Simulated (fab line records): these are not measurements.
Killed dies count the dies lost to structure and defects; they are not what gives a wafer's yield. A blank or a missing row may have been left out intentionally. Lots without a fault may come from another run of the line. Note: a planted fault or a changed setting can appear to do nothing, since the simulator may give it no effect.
A lot that was struck, set against a sound lot ; flow nand-harc ; 14 out of 1302 route steps
Sound: these wafers, L606.2, L606.3, L606.6. Struck: wafer L617.5; the same lot's L617.4 was not struck, so it is left out; see the end for the cause.
At each step with rows: each side's tool, then ch and its chambers, then its first start. Under that, the readings that differ: sound wafers ; struck wafers ; difference of the means ; sigmas: that difference in standard deviations of wafers without a fault.
alike: readings whose means differ by less than 2 such deviations, and words and numbers that are the same on both sides. not compared: withheld readings, readings that some wafer has no value for, bounds like >300 that may hide the same value, and numbers for which the record gives no deviation and whose values overlap.
The two part at a step that has a row with sigmas, a row that says differs or no value, or rows on one side only. Numbers that don't overlap but have no deviation are shown without sigmas and don't part them. Lack of a reading on every wafer of one side parts them only where that side has two or more wafers.

first, 3 steps without rows for these wafers: NHARC_A_STAIRCASE_STRIP_296 (strips in SPM, time 900 s); NHARC_A_STAIRCASE_PRECLEAN_297 (cleans in SC1); NHARC_A_STAIRCASE_SRD_298.
NHARC_A_STAIRCASE_HM_DEP_462: deposits aC, target thk 800 nm.
  sound on acl-dep-03 ch 0, day 17 18:50; struck on acl-dep-01 ch 0, day 21 23:38
  alike: throttle-valve-pct
NHARC_A_STAIRCASE_DEP_301: deposits SiON, target thk 30 nm.
  sound on pecvd-03 ch 1,2, day 17 20:23; struck on pecvd-04 ch 2, day 22 00:55
  alike: heater-power-w
then, 6 steps without rows for these wafers: NHARC_A_STAIRCASE_DEHYDRATE_302 (time 120 s); NHARC_A_STAIRCASE_HMDS_303 (time 30 s); NHARC_A_STAIRCASE_COAT_304; NHARC_A_STAIRCASE_SOFTBAKE_305 (time 170 s); NHARC_A_STAIRCASE_EBR_306; NHARC_A_STAIRCASE_EXPOSE_307 (exposes mask CHOP 50).
NHARC_A_STAIRCASE_PEB_308: peb time 130 s.
  sound on litho-track-03 ch 0, day 17 20:56; struck on litho-track-05 ch 0, day 22 01:30
reading;sound;struck;difference;sigmas
heater-power-total-W (W);124.02 123.63 123.87;136.22;+12.38;+59
  not compared: plate-temp-C
then, 1 step without rows for these wafers: NHARC_A_STAIRCASE_DEVELOP_309 (time 140 s).
-- jump in the record: it breaks off in module A_STAIRCASE and resumes in module END (first step shown: number 1302 of the route), and 7 days separate the struck wafers' starts before and after --
NHARC_END_SORT_01:
  the record has rows for the struck wafers here (prober-01 ch 0, day 29 08:45) and none for the sound ones

== WHERE THEY PART ==
First at NHARC_A_STAIRCASE_PEB_308; last, within this record, at NHARC_END_SORT_01.

WHY: what had been put in by the simulator
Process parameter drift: litho-track-05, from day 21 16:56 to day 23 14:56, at NHARC_A_STAIRCASE_PEB_308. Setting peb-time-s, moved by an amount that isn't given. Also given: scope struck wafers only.
